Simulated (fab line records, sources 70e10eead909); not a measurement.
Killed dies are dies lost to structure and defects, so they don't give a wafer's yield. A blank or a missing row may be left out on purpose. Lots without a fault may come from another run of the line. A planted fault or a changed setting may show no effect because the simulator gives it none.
Tool commonality check | flow nand_harc | 11 lots, 33 wafers sampled

WHY IT WAS OPENED
At NHARC_P_ZERO_WELL_CD_MEAS_52 the reading cd_nm is flagged on 1 of 11 lots. Wafers without a fault read 2000.5 nm, standard deviation 1.2.
Rule: a lot is flagged when every wafer of it that has a number lies more than 4 standard deviations from that mean, or none has a number. The other lots count as sound.

lot  | measured     | on        | cd_nm (nm), wafer by wafer | flag
L137 | day 2 03:20  | cd_sem-02 | 2001.1 2001.1 2000.8       |
L138 | day 2 12:04  | cd_sem-02 | 1999.7 1999.5 1998.4       |
L140 | day 3 07:55  | cd_sem-03 | 1999.5 1999.9 2000.7       |
L141 | day 3 17:40  | cd_sem-02 | 1850.7 1848.2 1849.8       | FLAGGED
L146 | day 5 20:12  | cd_sem-02 | 2001.7 2001.2 2000.8       |
L152 | day 8 08:04  | cd_sem-01 | 2000.1 2001.9 2002.8       |
L154 | day 9 03:36  | cd_sem-01 | 2001.1 2000.1 2000.3       |
L156 | day 9 23:44  | cd_sem-02 | 1999.8 1999.2 1999.8       |
L157 | day 10 09:52 | cd_sem-03 | 1999.8 2002.0 2001.7       |
L158 | day 10 20:47 | cd_sem-02 | 2000.6 2000.6 1999.0       |
L160 | day 11 15:52 | cd_sem-03 | 1998.5 1999.9 2001.1       |
The numbers of the flagged lots are 1849.6 nm on average: -150.9 nm against the usual, or -99 or more standard deviations.

WHICH TOOL RAN EACH LOT
The record holds 2 process steps before the reading, out of a route of 1302 steps. In each cell: the tool, then ch and the chambers that the sampled wafers went through, then the start.
lot  | flag    | NHARC_P_ZERO_WELL_ETCH_65          | NHARC_P_ZERO_WELL_EXPOSE_49
L137 |         | rie_diel-02 ch 0,2, day 1 21:36    | krf_scanner-01 ch 0, day 2 03:11
L138 |         | rie_diel-02 ch 0,2,3, day 2 07:36  | krf_scanner-03 ch 0, day 2 11:55
L140 |         | rie_diel-02 ch 0,3, day 3 03:21    | krf_scanner-01 ch 0, day 3 07:46
L141 | FLAGGED | rie_diel-02 ch 1,2,3, day 3 13:29  | krf_scanner-01 ch 0, day 3 17:30
L146 |         | rie_diel-02 ch 1,2, day 5 15:40    | krf_scanner-04 ch 0, day 5 20:03
L152 |         | rie_diel-04 ch 0,2,3, day 8 03:30  | krf_scanner-01 ch 0, day 8 07:55
L154 |         | rie_diel-02 ch 0,2,3, day 8 23:29  | krf_scanner-03 ch 0, day 9 03:27
L156 |         | rie_diel-11 ch 2,3, day 9 19:30    | krf_scanner-01 ch 0, day 9 23:35
L157 |         | rie_diel-11 ch 1,2,3, day 10 05:29 | krf_scanner-04 ch 0, day 10 09:43
L158 |         | rie_diel-02 ch 0,1,2, day 10 15:22 | krf_scanner-01 ch 0, day 10 20:38
L160 |         | rie_diel-02 ch 1,3, day 11 11:29   | krf_scanner-01 ch 0, day 11 15:42
What these steps do:
- NHARC_P_ZERO_WELL_ETCH_65: etches the open film in N2/H2, target depth 80 nm, overetch 24 nm, time 87.88 s.
- NHARC_P_ZERO_WELL_EXPOSE_49: exposes mask P HVPW, target cd 2000 nm.
- NHARC_P_ZERO_WELL_CD_MEAS_52: target cd 2000 nm.

FLAGGED OVER TOTAL, TOOL BY TOOL (the gauges that took the reading come last)
step                         | tool           | lots run | flagged | share of the flagged lots | sound lots run after its first flagged lot
NHARC_P_ZERO_WELL_ETCH_65    | rie_diel-02    | 8        | 1       | all                       | 4 (L146,L154,L158,L160)
NHARC_P_ZERO_WELL_ETCH_65    | rie_diel-04    | 1        | 0       | none                      | -
NHARC_P_ZERO_WELL_ETCH_65    | rie_diel-11    | 2        | 0       | none                      | -
NHARC_P_ZERO_WELL_EXPOSE_49  | krf_scanner-01 | 7        | 1       | all                       | 4 (L152,L156,L158,L160)
NHARC_P_ZERO_WELL_EXPOSE_49  | krf_scanner-03 | 2        | 0       | none                      | -
NHARC_P_ZERO_WELL_EXPOSE_49  | krf_scanner-04 | 2        | 0       | none                      | -
NHARC_P_ZERO_WELL_CD_MEAS_52 | cd_sem-01      | 2        | 0       | none                      | -
NHARC_P_ZERO_WELL_CD_MEAS_52 | cd_sem-02      | 6        | 1       | all                       | 3 (L146,L156,L158)
NHARC_P_ZERO_WELL_CD_MEAS_52 | cd_sem-03      | 3        | 0       | none                      | -

WHAT THE TABLE ALLOWS
3 rows of the table ran every flagged lot: rie_diel-02 at NHARC_P_ZERO_WELL_ETCH_65, krf_scanner-01 at NHARC_P_ZERO_WELL_EXPOSE_49, cd_sem-02 at NHARC_P_ZERO_WELL_CD_MEAS_52.
- rie_diel-02 at NHARC_P_ZERO_WELL_ETCH_65: 1 of its 8 lots flagged. Sound lots ran on it after the first flagged one (L146, L154, L158, L160), which a lasting fault on the whole tool wouldn't allow.
- krf_scanner-01 at NHARC_P_ZERO_WELL_EXPOSE_49: 1 of its 7 lots flagged. Sound lots ran on it after the first flagged one (L152, L156, L158, L160), which a lasting fault on the whole tool wouldn't allow.
- cd_sem-02 at NHARC_P_ZERO_WELL_CD_MEAS_52: 1 of its 6 lots flagged. Sound lots ran on it after the first flagged one (L146, L156, L158), which a lasting fault on the whole tool wouldn't allow.
No row of the table ran every flagged lot and no sound lot after the first.

WHAT THE SIMULATOR HAD PUT IN
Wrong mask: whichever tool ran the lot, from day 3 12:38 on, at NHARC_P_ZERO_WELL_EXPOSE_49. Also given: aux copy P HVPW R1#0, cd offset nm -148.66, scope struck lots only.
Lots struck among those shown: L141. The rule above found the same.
